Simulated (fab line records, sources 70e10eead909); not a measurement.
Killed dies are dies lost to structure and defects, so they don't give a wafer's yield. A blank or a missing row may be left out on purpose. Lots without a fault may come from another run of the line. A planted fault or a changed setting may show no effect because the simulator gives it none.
A struck lot beside a sound one | flow nand_harc | 13 steps out of a route of 1302
Sound: wafers L260.1, L260.2, L260.3. Struck: wafers L267.1, L267.4, L267.5. The cause comes at the end.
At each step with rows: each side's tool, then ch and its chambers, then its first start. Under that, the readings that differ: sound wafers | struck wafers | difference of the means | sigmas: that difference in standard deviations of wafers without a fault.
alike: readings whose means differ by less than 2 such deviations, and words and numbers that are the same on both sides. not compared: withheld readings, readings that some wafer has no value for, bounds like >300 that may hide the same value, and numbers for which the record gives no deviation and whose values overlap.
The two part at a step that has a row with sigmas, a row that says differs or no value, or rows on one side only. Numbers that don't overlap but have no deviation are shown without sigmas and don't part them. A reading that every wafer of one side lacks parts them only if that side has two wafers or more.

NHARC_A_M0_INSPECT_27:
  sound on defect_inspect-01, day 26 00:58; struck on defect_inspect-02, day 28 23:55
  alike: raw_defect_count
NHARC_A_M0_PRE_CLEAN_31: time 12 s.
  sound on pecvd-03 ch 0,1,2, day 26 01:08; struck on pecvd-03 ch 1,2, day 28 23:59
  alike: heater_power_w, rf_fwd_power_W
NHARC_A_M0_DEP_32: deposits SiCN, target thk 30 nm.
  sound on pecvd-03 ch 0,1,2, day 26 01:13; struck on pecvd-03 ch 1,2, day 29 00:06
  alike: heater_power_w, rf_fwd_power_W
then, 8 steps without rows for these wafers: NHARC_A_M1_DEP_00 (deposits SiOC, target thk 182.5 nm); NHARC_A_M1_DEHYDRATE_01 (time 120 s); NHARC_A_M1_HMDS_02 (time 30 s); NHARC_A_M1_COAT_34 (time 65 s); NHARC_A_M1_COAT_03 (resist thk 90 nm); NHARC_A_M1_SOFTBAKE_04 (time 55 s); NHARC_A_M1_EBR_05; NHARC_A_M1_EXPOSE_06 (exposes mask A M1, target cd 120 nm).
NHARC_A_M1_PEB_07: peb time 65 s.
  sound on litho_track-06 ch 0, day 26 02:34; struck on litho_track-04, day 29 01:13
  no value came back on the struck wafers for chill_plate_temp_C (C), exhaust_pa (Pa); on the sound wafers chill_plate_temp_C (C) reads 23.11 23.16 23.17
then, 1 step without rows for these wafers: NHARC_A_M1_DEVELOP_08 (develop time 35 s).

WHERE THEY PART
Only at NHARC_A_M1_PEB_07, within this record.

WHY: what the simulator had put in
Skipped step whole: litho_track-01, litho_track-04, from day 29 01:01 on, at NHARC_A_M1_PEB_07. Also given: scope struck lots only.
